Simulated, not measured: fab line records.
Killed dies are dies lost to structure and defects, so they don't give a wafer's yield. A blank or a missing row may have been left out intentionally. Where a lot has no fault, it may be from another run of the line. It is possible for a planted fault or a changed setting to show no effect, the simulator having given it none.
fab line records    flow n5Finfet
record lots=13  wafers=39  lastDay=17
route steps=1938 shown BEOL_M2@904 MIM_BOT_LITHO@1863 PAD_METAL@1893 PASSIVATION@1936
lots untouched by any fault: they come from a run of this same line in which no faults occurred
startH: start of the lot's first displayed wafer, in hours after the record's first day    waitH: hours elapsed since this lot's preceding step    " same as the row above    L1.1+2: a row that stands for several wafers    - no value, or no start was given    * or withheld: withheld    < > ~ a bound
route shown NAME@n: names a module that has steps shown in the file, with the first one's number in the route    usual: mean/standard deviation taken from wafers without a fault    same: alike in all rows    chamber/n: place in a boat    sites: each site's reading    _std_site: their standard deviation    _edge_site: the outer-site mean with the inner-site mean subtracted    radiusMm: for every site, how far away it sits from the centre of the wafer    mask NAME#n: copy n    behind: the last tool/chamber to shape the wafer    hold: cause of the lot's hold/its duration in hours/its outcome    device: names the non-switching transistor (n, p or np)    end of line: the tests these same wafers got at the end of their route    for a step that has no rows: nothing shown but its recipe    killed: the dies lost at the first sort to structure and to defects; this is not the yield of the wafer    map: a wafer's dies, x killed, . not, _ none there
set.NAME: setting as actually run; set.NAME@STEP: the setting as run at that earlier step    model.NAME: the simulator's own value behind a step, which no gauge read
a sample of lots followed through the steps of the route, with each step as a table and each wafer as a row
services: a tool's chamber out of use, with start hour (startH, from the record's first day; less than 0 if before it), hours out, and reason
## steps
# step N5_BEOL_M2_SPUTTER_48
# recipe material=Cu  targetThkA=45  tempC=-20  chamberPressurePa=0.07  powerW=withheld  timeS=8.29
# usual throttleValvePct=30.4/0.86
lot.wafer  tool           chamber  startH  waitH  throttleValvePct
L831.2     pvdSputter-02  -        139.94  0.1    31.8
L831.3     "              -        "       "      29.5
L831.5     "              -        "       "      30.5
L833.1     pvdSputter-03  -        152.63  0.1    29.6
L833.4     "              -        "       "      29.8
L833.6     "              -        "       "      29.7
L834.2     pvdSputter-01  -        152.75  0.1    31.2
L834.5     "              -        "       "      30.5
L834.6     "              -        "       "      31.4
L835.1     pvdSputter-02  -        154.34  1.4    29.9
L835.2     "              -        "       "      31.6
L835.4     "              -        "       "      29.8
L836.1     pvdSputter-02  -        162.06  0.2    29.6
L836.2     "              -        "       "      29.8
L836.5     "              -        "       "      29.7
L838.2     pvdSputter-01  -        174.81  0.1    30.3
L838.4     "              -        "       "      30.2
L838.5     "              -        "       "      30.3
L837.2     pvdSputter-02  -        176.94  0.2    29.5
L837.3     "              -        "       "      31.4
L837.4     "              -        "       "      30.4
L841.2     pvdSputter-03  -        199.33  0.1    31.2
L841.5     "              -        "       "      29.4
L841.6     "              -        "       "      31.4
L842.1     pvdSputter-03  -        202.09  0.1    29.7
L842.4     "              -        "       "      29.7
L842.5     "              -        "       "      30.0
L843.2     pvdSputter-03  -        213.39  0.1    31.5
L843.4     "              -        "       "      29.9
L843.6     "              -        "       "      29.5
L844.1     pvdSputter-02  -        224.88  0.1    29.5
L844.3     "              -        "       "      31.4
L844.5     "              -        "       "      30.5
L845.1     pvdSputter-03  -        227.52  0.2    29.7
L845.2     "              -        "       "      29.5
L845.4     "              -        "       "      31.2
L852.1     pvdSputter-02  -        260.53  0.2    29.2
L852.4     "              -        "       "      30.0
L852.5     "              -        "       "      29.6
# step N5_MIM_BOT_LITHO_OVL_MEAS_11
# recipe pointsPerWafer=44
# usual MIM_BOT_OVL=1/5.5
lot.wafer  tool        chamber  startH  waitH  MIM_BOT_OVL[nm]
L831.2     overlay-02  0        250.64  0.0    0
L831.3     "           0        "       "      -10
L831.5     "           0        "       "      -5
L833.1     overlay-01  0        263.94  0.0    8
L833.4     "           0        "       "      -3
L833.6     "           0        "       "      2
L836.1     overlay-01  0        272.24  0.0    2
L836.2     "           0        "       "      -3
L836.5     "           0        "       "      -2
L834.2     overlay-01  0        274.78  0.0    3
L834.5     "           0        "       "      -2
L834.6     "           0        "       "      -3
L835.1     overlay-01  0        278.74  0.0    1
L835.2     "           0        "       "      -9
L835.4     "           0        "       "      -2
L838.2     overlay-01  0        291.40  0.0    1
L838.4     "           0        "       "      4
L838.5     "           0        "       "      -2
L837.2     overlay-01  0        299.01  0.0    3
L837.3     "           0        "       "      7
L837.4     "           0        "       "      4
L841.2     overlay-02  0        318.57  0.0    -4
L841.5     "           0        "       "      3
L841.6     "           0        "       "      -1
L842.1     overlay-01  0        323.02  0.0    5
L842.4     "           0        "       "      10
L842.5     "           0        "       "      3
L843.2     overlay-01  0        323.19  0.0    -6
L843.4     "           0        "       "      -3
L843.6     "           0        "       "      4
L845.1     overlay-02  0        344.48  0.0    -1
L845.2     "           0        "       "      13
L845.4     "           0        "       "      6
L844.1     overlay-02  0        344.95  0.0    7
L844.3     "           0        "       "      7
L844.5     "           0        "       "      6
L852.1     overlay-02  0        388.91  0.0    5
L852.4     "           0        "       "      -8
L852.5     "           0        "       "      5
# step N5_PASSIVATION_DEGAS_18
# recipe ambient=vacuum  tempC=300  timeS=60
# usual heaterPowerW=489/68
lot.wafer  tool           chamber  startH  waitH  heaterPowerW
L831.2     pvdSputter-02  -        255.47  0.7    453
L831.3     "              -        "       "      563
L831.5     "              -        "       "      457
L833.1     pvdSputter-01  -        267.00  0.0    370
L833.4     "              -        "       "      625
L833.6     "              -        "       "      358
L834.2     pvdSputter-01  -        279.07  0.0    459
L834.5     "              -        "       "      444
L834.6     "              -        "       "      459
L836.1     pvdSputter-02  -        283.20  3.6    443
L836.2     "              -        "       "      566
L836.5     "              -        "       "      564
L835.1     pvdSputter-03  -        284.22  0.1    452
L835.2     "              -        "       "      426
L835.4     "              -        "       "      564
L838.2     pvdSputter-03  -        297.89  4.3    557
L838.4     "              -        "       "      492
L838.5     "              -        "       "      574
L837.2     pvdSputter-03  -        301.57  0.1    433
L837.3     "              -        "       "      502
L837.4     "              -        "       "      562
L841.2     pvdSputter-01  -        320.90  0.2    606
L841.5     "              -        "       "      472
L841.6     "              -        "       "      620
L842.1     pvdSputter-02  -        325.78  0.1    572
L842.4     "              -        "       "      442
L842.5     "              -        "       "      451
L843.2     pvdSputter-02  -        326.24  0.4    452
L843.4     "              -        "       "      456
L843.6     "              -        "       "      584
L845.1     pvdSputter-03  -        347.22  0.1    435
L845.2     "              -        "       "      489
L845.4     "              -        "       "      555
L844.1     pvdSputter-02  -        349.68  1.1    440
L844.3     "              -        "       "      582
L844.5     "              -        "       "      573
L852.1     pvdSputter-03  -        391.08  0.0    570
L852.4     "              -        "       "      427
L852.5     "              -        "       "      453
# step N5_PASSIVATION_PROBE_49
# usual defectLimitedYield=91.3/1.5  killed_at_M0_to_M3=34/9.4  killed_at_M4_up=13/5.3  killedAtContacts=13/5.7  killedAtFrontEnd=40/10  killedAtOther=3.7/2.8  killedDies=103/17  killedOnRim=13/4.2  killedOpen=67/13  killedShort=35/8.5  sort_bin_4_leakage=0.00/0.016  sort_bin_5_function=5.0/0.98  sort_bin_6_memory=3.3/0.7  sortNPass=1077/17  sortYieldPct=91.3/1.5
# same grossDies=1180  killedAtBackSide=0  sort_bin_8_speed[%]=0
lot.wafer  tool       chamber  startH  waitH  defectLimitedYield[%]  killed_at_M0_to_M3  killed_at_M4_up  killedAtContacts  killedAtFrontEnd  killedAtOther  killedDies  killedOnRim  killedOpen  killedShort  sort_bin_4_leakage[%]  sort_bin_5_function[%]  sort_bin_6_memory[%]  sortNPass  sortYieldPct[%]
L841.2     prober-02  -        326.72  0.2    90.4                   33                  18               11                45                6              113         7            75          37           0                      4.9                     4.2                   1067       90.4
L841.5     prober-02  -        326.87  0.3    90.5                   53                  10               7                 38                4              112         13           86          26           0                      5.8                     3.4                   1068       90.5
L841.6     prober-02  -        326.92  0.4    91.5                   26                  7                23                37                7              100         13           66          33           0                      4.1                     4.0                   1080       91.5
L842.1     prober-02  -        331.64  0.0    90.8                   43                  23               7                 34                2              109         13           81          28           0                      5.0                     4.2                   1071       90.8
L842.4     prober-02  -        331.79  0.2    91.1                   27                  30               9                 34                5              105         17           70          34           0                      6.1                     2.6                   1075       91.1
L842.5     prober-02  -        331.84  0.2    90.3                   30                  14               17                51                3              115         16           68          47           0                      6.0                     3.3                   1065       90.3
L843.2     prober-01  -        332.62  0.1    81.2                   128                 13               36                45                0              222         31           73          48           0                      9.7                     4.9                   958        81.2
L843.4     prober-01  -        332.72  0.2    79.7                   170                 14               23                32                1              240         30           60          33           0                      12.1                    4.4                   940        79.7
L843.6     prober-01  -        332.82  0.3    79.5                   179                 13               21                27                2              242         28           68          23           0                      12.5                    3.5                   938        79.5
L845.1     prober-02  -        353.17  0.0    78.5                   179                 11               13                50                1              254         24           78          38           0                      11.3                    5.2                   926        78.5
L845.2     prober-02  -        353.22  0.1    78.7                   184                 13               4                 45                5              251         24           75          40           0                      12.1                    4.7                   929        78.7
L845.4     prober-02  -        353.32  0.2    84.1                   133                 10               13                32                0              188         32           44          38           0                      8.6                     3.7                   992        84.1
# killed by level:class
L841.2 BEOL_M2:geometricParticle:open=13 FIN_SAQP:geometricParticle:open=10 MOL_CONTACT_COAG:geometricParticle:open=8 GATE_CUT:geometricParticle:short=8 FIN_SAQP:geometricParticle:short=7 STI_FIN_REVEAL:geometricParticle:open=6 BEOL_M1:geometricParticle:open=5 BEOL_M4:geometricParticle:open=5
L841.5 BEOL_M3:geometricParticle:open=12 DUMMY_GATE:geometricParticle:open=11 BEOL_M2:geometricParticle:open=10 STI_FIN_REVEAL:geometricParticle:open=8 BEOL_M0_SAQP:geometricParticle:open=8 BEOL_M1:geometricParticle:open=8 MOL_CONTACT_COAG:geometricParticle:open=7 GATE_CUT:geometricParticle:short=4
L841.6 MOL_CONTACT_COAG:geometricParticle:open=19 STI_FIN_REVEAL:geometricParticle:open=7 BEOL_M1:geometricParticle:open=7 FIN_SAQP:geometricParticle:short=6 GATE_CUT:geometricParticle:short=6 BEOL_M2:geometricParticle:open=5 BEOL_M3:geometricParticle:open=5 MOL_CONTACT_COAG:geometricParticle:short=4
L842.1 DUMMY_GATE:geometricParticle:open=11 BEOL_M2:geometricParticle:open=11 BEOL_M0_SAQP:geometricParticle:short=10 STI_FIN_REVEAL:geometricParticle:open=9 BEOL_M0_SAQP:geometricParticle:open=6 MOL_CONTACT_COAG:geometricParticle:open=6 BEOL_M4:geometricParticle:open=6 FIN_SAQP:geometricParticle:short=5
L842.4 BEOL_M4:geometricParticle:open=18 BEOL_M2:geometricParticle:open=8 MOL_CONTACT_COAG:geometricParticle:open=7 BEOL_M0_SAQP:geometricParticle:short=7 FIN_SAQP:geometricParticle:short=6 DUMMY_GATE:geometricParticle:open=6 BEOL_M0_SAQP:geometricParticle:open=6 FIN_SAQP:geometricParticle:open=3
L842.5 MOL_CONTACT_COAG:geometricParticle:open=13 FIN_SAQP:geometricParticle:short=12 FIN_SAQP:geometricParticle:open=10 BEOL_M4:geometricParticle:open=7 BEOL_M0_SAQP:geometricParticle:short=6 BEOL_M0_SAQP:geometricParticle:open=6 BEOL_M2:geometricParticle:open=6 STARTING-WAFER:geometricParticle:short=6
L843.2 BEOL_M2:unspecified=98 MOL_CONTACT_COAG:geometricParticle:open=30 FIN_SAQP:geometricParticle:short=10 STI_FIN_REVEAL:geometricParticle:open=10 BEOL_M3:geometricParticle:open=9 STARTING-WAFER:geometricParticle:short=7 MOL_CONTACT_COAG:geometricParticle:short=6 STI_FIN_REVEAL:geometricParticle:short=4
L843.4 BEOL_M2:unspecified=141 MOL_CONTACT_COAG:geometricParticle:open=18 BEOL_M2:geometricParticle:open=8 BEOL_M0_SAQP:geometricParticle:short=7 STI_FIN_REVEAL:geometricParticle:open=6 MOL_CONTACT_COAG:geometricParticle:short=5 FIN_SAQP:geometricParticle:open=4 FIN_SAQP:geometricParticle:short=4
L843.6 BEOL_M2:unspecified=143 MOL_CONTACT_COAG:geometricParticle:open=18 BEOL_M3:geometricParticle:open=11 BEOL_M0_SAQP:geometricParticle:open=8 HKMG_FIN:areaEtch=6 GATE_CUT:geometricParticle:open=4 BEOL_M1:geometricParticle:open=4 BEOL_M8:geometricParticle:open=4
L845.1 BEOL_M2:unspecified=138 FIN_SAQP:geometricParticle:open=18 MOL_CONTACT_COAG:geometricParticle:open=13 STI_FIN_REVEAL:geometricParticle:open=10 FIN_SAQP:geometricParticle:short=8 BEOL_M0_SAQP:geometricParticle:open=8 BEOL_M0_SAQP:geometricParticle:short=8 BEOL_M3:geometricParticle:open=6
L845.2 BEOL_M2:unspecified=136 BEOL_M2:geometricParticle:open=14 FIN_SAQP:geometricParticle:open=12 FIN_SAQP:geometricParticle:short=12 BEOL_M1:geometricParticle:open=10 BEOL_M0_SAQP:geometricParticle:open=8 BEOL_M0_SAQP:geometricParticle:short=6 BEOL_M4:geometricParticle:open=6
L845.4 BEOL_M2:unspecified=106 MOL_CONTACT_COAG:geometricParticle:open=9 FIN_SAQP:geometricParticle:short=8 FIN_SAQP:geometricParticle:open=7 BEOL_M0_SAQP:geometricParticle:short=6 BEOL_M1:geometricParticle:open=5 MOL_CONTACT_COAG:geometricParticle:short=4 BEOL_M0_SAQP:geometricParticle:open=4
## services
tool           chamber  startH  hours  kind
pvdSputter-03  -        121.68  0.6    repair
pvdSputter-02  -        124.42  3.5    repair
pvdSputter-03  -        278.15  5.5    repair
pvdSputter-02  -        294.67  5.9    repair
pvdSputter-01  -        310.24  2.1    repair
pvdSputter-03  -        387.67  2.2    repair
## key
firstSign step=N5_PASSIVATION_PROBE_49  reading=killed_at_M0_to_M3  direction=up  sigmas=14  usual=34  struck=162
effect step=N5_PASSIVATION_PROBE_49  reading=defectLimitedYield  direction=down  sigmas=7.5  usual=91.3  struck=80.3
moreKillsBornAt N5_BEOL_M2_SPUTTER_48@pvdSputter-03=762
metAt N5_BEOL_M2_SPUTTER_48
struckLots L843,L845
notActingAt N5_MIM_BOT_LITHO_OVL_MEAS_11,N5_PASSIVATION_DEGAS_18
onsetBetween 202.09 213.39
fault kind=chamberParticleSource  tool=pvdSputter-03  chamber=-  onsetH=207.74  steps=N5_BEOL_M2_SPUTTER_48  ratePerVisitCm2=2.0181  endH=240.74
